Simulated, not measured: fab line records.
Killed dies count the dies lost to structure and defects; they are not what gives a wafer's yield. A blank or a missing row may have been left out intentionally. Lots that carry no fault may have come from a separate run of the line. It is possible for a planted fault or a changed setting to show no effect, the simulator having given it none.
Code-filled problem report in 8D (eight disciplines) form | flow nand-harc | the parts of the form that need people (team, actions taken, sign-off) are left out

== 1. WHAT WENT WRONG ==
At NHARC_A_ONON_D1_THK_MEAS_08, thk-nm averages 1303 nm over 2 wafers from 2 lots, while fault-free wafers read 999 nm, standard deviation 6.7. That puts it +45 standard deviations away from the usual mean.
The step: measures by ellipsometry.
Earliest sighting: wafer L578.5 on film-metro-01 at day 11 13:04. Wafers with a number at this step in the record: 39, from 13 lots. The rule behind "out" and "out of limits": a value lying over 4 standard deviations away from the usual mean. The other wafers with a number count as sound.

== 2. WHAT IT IS, AND WHAT IT ISN'T ==
question                    | is                | is not
which readings at this step | thk-nm            | -
which lots                  | L578, L581        | L570, L571, L572, L573, L584, L585, L586, L587, L588, L591, L592
which wafers of those lots  | L578.5, L581.3    | L578.1, L578.6, L581.1, L581.4
read on which gauges        | film-metro-01     | film-metro-02
when                        | from day 11 13:04 | up to then (14 sound wafers); but 23 sound wafers of L581, L584, L585, L586, L587, L588, L591, L592 came after

== 3. WHAT RULES OUT EACH SUSPECT ==
Counting: any tool at a process step up to the reading remains a suspect provided it ran every lot that is out. Sound lots after the first of them don't rule it out here, since some wafers of a struck lot are sound.
- the gauge at NHARC_A_ONON_D1_THK_MEAS_08 has been ruled out. All the wafers that are out were read on film-metro-01, but those of them that NHARC_END_SORT_01 has rows for are out there too, on other tools.
- pecvd-onon-04 at NHARC_A_ONON_D1_DEP_06 (target thk 1000 nm): kept. Ran every lot that is out, first one L578 (day 11 12:34); last sound lot up to then L573 (day 9 05:57).
Left after counting: pecvd-onon-04 at NHARC_A_ONON_D1_DEP_06.

== 4. THE CAUSE (what the simulator had put in) ==
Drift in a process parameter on pecvd-onon-04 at NHARC_A_ONON_D1_DEP_06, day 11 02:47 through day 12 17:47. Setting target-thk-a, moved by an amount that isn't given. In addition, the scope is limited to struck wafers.
This tool alone remained once counting was done.

== 5. THE EFFECT CHAIN, in route order ==
Each row: a reading where the mean over the struck wafers with a number is more than 3 standard deviations away from the usual. Readings are gone through only where the record gives a usual standard deviation; hours: the median, over the lots, of the time from a lot's start at the first step in this table giving one to that lot's start at this step; sigmas: the change measured in usual standard deviations.
hours | step                        | reading         | usual  | on struck wafers | change | sigmas
0     | NHARC_A_ONON_D1_THK_MEAS_08 | thk-nm          | 999 nm | 1303             | +304   | +45
408   | NHARC_END_SORT_01           | killed-at-array | 51     | 672              | +620   | +34
408   | NHARC_END_SORT_01           | killed-dies     | 55     | 677              | +622   | +33

== 6. HOW IT WOULD HAVE BEEN CAUGHT EARLIER ==
The first out-of-limits reading at a measuring or inspecting step in this record came at day 11 13:04, 10 hours after the fault's start at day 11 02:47.
Of the lots that are out (2), L581 began NHARC_A_ONON_D1_DEP_06 on pecvd-onon-04 after day 11 13:04. Holding the tool at that time would have saved it.
